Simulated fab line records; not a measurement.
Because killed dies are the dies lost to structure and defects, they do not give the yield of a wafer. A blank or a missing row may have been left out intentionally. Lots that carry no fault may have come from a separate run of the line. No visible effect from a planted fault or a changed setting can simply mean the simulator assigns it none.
8D (eight disciplines) problem report, filled in by code + flow n5Finfet + the parts of the form that need people (team, actions taken, sign-off) are left out

1. WHAT WENT WRONG
Wafers without a fault read 5.09 s, standard deviation 0.16; etchRfOnTimeS at N5_BEOL_M8_ETCH_72 reads a mean of 3.27 s on 3 wafers belonging to 3 lots. That puts it -11 standard deviations away from the usual mean.
The step: etches underlayer in N2/H2, target depth 6.5 nm, time 5.2 s.
Earliest sighting: wafer L966.6 on rieDiel-05 at day 12 22:20. The record holds 29 wafers of 10 lots with a number at this step. By rule, "out" or "out of limits" means more than 4 standard deviations away from the usual mean. The rest of the wafers with a number are treated as sound.

2. WHAT IT IS, AND WHAT IT ISN'T
| question                    | is                     | is not                                                                                       |
|-----------------------------|------------------------|----------------------------------------------------------------------------------------------|
| which readings at this step | etchRfOnTimeS          | drypumpMotorCurrentA, rfFwdPowerW, rfVppV, showerheadPlenumPTorr, throttleValvePct           |
| which lots                  | L965, L966, L967       | L958, L961, L962, L963, L971, L972, L974                                                     |
| which wafers of those lots  | L965.3, L966.6, L967.1 | L965.1, L965.5, L966.4, L966.5, L967.2, L967.5                                               |
| read on which tools         | rieDiel-05             | rieDiel-04, rieDiel-06                                                                       |
| when                        | from day 12 22:20      | up to then (14 sound wafers); but 12 sound wafers of L965, L967, L971, L972, L974 came after |

3. WHAT RULES OUT EACH SUSPECT
Counting: any tool at a process step up to the reading remains a suspect provided it ran every lot that is out. Sound lots after the first of them don't rule it out here, since some wafers of a struck lot are sound.
- rieDiel-05 at N5_BEOL_M8_ETCH_72 (etches underlayer in N2/H2, target depth 6.5 nm, time 5.2 s): kept. Every lot that is out went through it, the first being L966 (day 12 22:20); the last sound lot it ran before that was L963 (day 12 10:28). Out on those wafers are its own readings of etchRfOnTimeS.
- rieDiel-05, N5_BEOL_M8_ETCH_72: wafers that are out in chamber 1, sound lot-mates in chambers 0, 2.
The count leaves rieDiel-05 at N5_BEOL_M8_ETCH_72.

4. THE CAUSE (what the simulator had put in)
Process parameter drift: rieDiel-05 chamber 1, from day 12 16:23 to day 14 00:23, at N5_BEOL_M8_ETCH_72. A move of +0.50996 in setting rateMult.
This tool alone remained once counting was done.

5. SEQUENCE OF EFFECTS, ordered by route
One row per reading whose mean, taken over the struck wafers that have a number, lies over 3 standard deviations from the usual. Only readings whose record carries a usual standard deviation are examined. hours: median over the lots of the time between each lot's start at the first step of this table that gives one and its start at this step. sigmas: the change, counted in usual standard deviations.
| hours | step               | reading       | usual     | on struck wafers | change | sigmas |
|-------|--------------------|---------------|-----------|------------------|--------|--------|
| 0     | N5_BEOL_M8_ETCH_72 | etchRfOnTimeS | 5.09 s    | 3.27             | -1.82  | -11    |
| 0     | N5_BEOL_M8_ETCH_72 | oesProductAu  | 0.71 a.u. | 0.99             | +0.28  | +3.5   |
Process steps it contains:
- N5_BEOL_M8_ETCH_72: etches underlayer in N2/H2, target depth 6.5 nm, time 5.2 s.

6. HOW IT WOULD HAVE BEEN CAUGHT EARLIER
In this record the first reading out of limits was taken at day 12 22:20, 6 hours after the fault began at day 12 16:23.
